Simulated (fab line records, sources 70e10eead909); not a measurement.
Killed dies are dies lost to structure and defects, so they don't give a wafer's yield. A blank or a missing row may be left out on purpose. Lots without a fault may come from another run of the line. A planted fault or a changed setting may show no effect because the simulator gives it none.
Chamber matching | flow nand_harc | NHARC_P_GATE_ALD_36 on ald_sin-04: 4 sister chambers
The step deposits SiNx, target thk 20 nm, pulse time 60 s, ald cycles 223. 4 wafers are shown with their chamber, then 9 later ones without.

WAFERS WITH THEIR CHAMBER
wafer  | chamber | heater_power_outer_w (W)
L084.5 | 3       | 483
L087.2 | 0       | 472
L087.4 | 1       | 657
L087.1 | 2       | 571

WAFERS WITHOUT THEIR CHAMBER
wafer  | heater_power_outer_w (W)
L089.2 | 495
L089.4 | 486
L089.6 | 493
L093.2 | 455
L093.4 | 569
L093.1 | 508
L096.4 | 474
L096.2 | 616
L096.5 | 631

WHICH CHAMBER EACH WENT THROUGH
wafer  | from the rows above          | in truth
L089.2 | can't be placed: 3 or 0      | 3
L089.4 | can't be placed: 3 or 0      | 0
L089.6 | can't be placed: 3 or 0      | 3
L093.2 | can't be placed: 0 or 3      | 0
L093.4 | 2                            | 2
L093.1 | can't be placed: 3 or 0 or 2 | 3
L096.4 | can't be placed: 0 or 3      | 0
L096.2 | can't be placed: 1 or 2      | 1
L096.5 | can't be placed: 1 or 2      | 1
Placed correctly: 1 of 9. Can't be placed from these rows: 8 (the true chamber is among the candidates in 8). Placed wrongly: 0.
How it was worked out, from the rows above alone: a wafer's distance from a chamber is the root of the sum, over the readings, of the square of ((its reading less the chamber's mean) divided by the reading's scatter). The wafer belongs to the nearest chamber; if the next one is less than 2 further off, it can't be placed. A chamber's mean is the mean of its shown wafers. The scatter: with one shown wafer a chamber, the root of the mean of the squares of how far each hidden wafer lies from its nearest shown one.
